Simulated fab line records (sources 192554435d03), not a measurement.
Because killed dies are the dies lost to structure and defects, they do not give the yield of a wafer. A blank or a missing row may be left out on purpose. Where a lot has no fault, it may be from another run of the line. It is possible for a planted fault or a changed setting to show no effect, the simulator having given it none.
Lot-split experiment / flow n5-finfet / 7 lots, 21 wafers read, on a route of 1938 steps

## THE SPLIT
At N5_MIM_BOT_LITHO_DEVELOP_07 (develop time 60 s), the setting develop-time-s was moved away from the recipe's 60 s on 7 of the 21 wafers read, by -18.4% to +21.8%. For the rest of the wafers, this setting stayed at what the recipe calls for.

## FROM THE SPLIT TO THE READING: what the file shows between them, 1 step
- N5_MIM_BOT_LITHO_HARDBAKE_09: time 120 s

## THE READING
cd-nm at N5_MIM_BOT_LITHO_CD_MEAS_08, given in nm (cd target 3000 nm). Typical for fault-free wafers on this fab line: 2999.5 nm, with standard deviation 1.9 nm.

wafer=L079.2; tool, chamber at the split=litho-track-03, 0; develop-time-s as run, s=70.67; against the recipe=+17.8%; cd-nm, nm=3001.0; against lot-mates on the recipe=+4.2
wafer=L079.3; tool, chamber at the split=litho-track-03, 0; develop-time-s as run, s=60; against the recipe=recipe; cd-nm, nm=2996.8; against lot-mates on the recipe=-
wafer=L079.4; tool, chamber at the split=litho-track-03, 0; develop-time-s as run, s=70.67; against the recipe=+17.8%; cd-nm, nm=3002.0; against lot-mates on the recipe=+5.2
wafer=L084.2; tool, chamber at the split=litho-track-02, 0; develop-time-s as run, s=60; against the recipe=recipe; cd-nm, nm=2999.6; against lot-mates on the recipe=-
wafer=L084.3; tool, chamber at the split=litho-track-02, 0; develop-time-s as run, s=73.05; against the recipe=+21.8%; cd-nm, nm=3002.7; against lot-mates on the recipe=+3.4
wafer=L084.5; tool, chamber at the split=litho-track-02, 0; develop-time-s as run, s=60; against the recipe=recipe; cd-nm, nm=2998.9; against lot-mates on the recipe=-
wafer=L089.3; tool, chamber at the split=litho-track-03, 0; develop-time-s as run, s=60; against the recipe=recipe; cd-nm, nm=2998.1; against lot-mates on the recipe=-
wafer=L089.5; tool, chamber at the split=litho-track-03, 0; develop-time-s as run, s=60; against the recipe=recipe; cd-nm, nm=2996.0; against lot-mates on the recipe=-
wafer=L089.6; tool, chamber at the split=litho-track-03, 0; develop-time-s as run, s=60; against the recipe=recipe; cd-nm, nm=2995.8; against lot-mates on the recipe=-
wafer=L093.1; tool, chamber at the split=litho-track-03, 0; develop-time-s as run, s=50.45; against the recipe=-15.9%; cd-nm, nm=2994.8; against lot-mates on the recipe=-2.5
wafer=L093.4; tool, chamber at the split=litho-track-03, 0; develop-time-s as run, s=60; against the recipe=recipe; cd-nm, nm=2996.5; against lot-mates on the recipe=-
wafer=L093.6; tool, chamber at the split=litho-track-03, 0; develop-time-s as run, s=60; against the recipe=recipe; cd-nm, nm=2998.1; against lot-mates on the recipe=-
wafer=L092.1; tool, chamber at the split=litho-track-03, 0; develop-time-s as run, s=60; against the recipe=recipe; cd-nm, nm=2999.5; against lot-mates on the recipe=-
wafer=L092.2; tool, chamber at the split=litho-track-03, 0; develop-time-s as run, s=60; against the recipe=recipe; cd-nm, nm=2999.2; against lot-mates on the recipe=-
wafer=L092.5; tool, chamber at the split=litho-track-03, 0; develop-time-s as run, s=54.47; against the recipe=-9.2%; cd-nm, nm=2996.2; against lot-mates on the recipe=-3.2
wafer=L096.2; tool, chamber at the split=litho-track-02, 0; develop-time-s as run, s=48.93; against the recipe=-18.4%; cd-nm, nm=2996.4; against lot-mates on the recipe=-3.9
wafer=L096.3; tool, chamber at the split=litho-track-02, 0; develop-time-s as run, s=48.93; against the recipe=-18.4%; cd-nm, nm=2995.3; against lot-mates on the recipe=-5.0
wafer=L096.5; tool, chamber at the split=litho-track-02, 0; develop-time-s as run, s=60; against the recipe=recipe; cd-nm, nm=3000.3; against lot-mates on the recipe=-
wafer=L097.1; tool, chamber at the split=litho-track-02, 0; develop-time-s as run, s=60; against the recipe=recipe; cd-nm, nm=3001.3; against lot-mates on the recipe=-
wafer=L097.4; tool, chamber at the split=litho-track-02, 0; develop-time-s as run, s=60; against the recipe=recipe; cd-nm, nm=3000.4; against lot-mates on the recipe=-
wafer=L097.6; tool, chamber at the split=litho-track-02, 0; develop-time-s as run, s=60; against the recipe=recipe; cd-nm, nm=3000.9; against lot-mates on the recipe=-

THE FIT
A straight line over all 21 wafers: cd-nm changes by +0.177 nm for each +1% of develop-time-s; r = +0.77; the points scatter about the line by 1.6 nm.
The same after taking each lot's own level away (the mean of its wafers on the recipe; 21 wafers): +0.224 nm for each +1%; r = +0.95; scatter 0.79 nm.
The reading moves by 4.9 nm for the largest change in develop-time-s, on that fit.
Across the lots, their own levels run from 2996.63 to 3000.87 nm, a range of 2.2 times the standard deviation given above.
So the lot-to-lot level blurs the effect unless lot-mates are compared.
Check: with one of the wafers moved furthest among these (+21.8%) left out of the fit, the line predicts +5.36 nm for it against its lot-mates. Against them it came out at +3.45 nm.

## OTHER SPLITS APPLIED TO THESE WAFERS
Other splits were also applied to these wafers ahead of the reading. Each is held against what the fit with the lots' levels taken away leaves over:
other split on the same wafers=N5_BEOL_M14_TRENCH_ETCH_34 bias-w; wafers away from the commonest value=5; r with cd-nm (lot level and that fit taken away)=-0.12
other split on the same wafers=N5_BEOL_M15_PEB_26 peb-time-s; wafers away from the commonest value=6; r with cd-nm (lot level and that fit taken away)=+0.15

## FILE'S OWN FIT
cd-nm changes by +0.21 nm for each +1% of develop-time-s, r = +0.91.
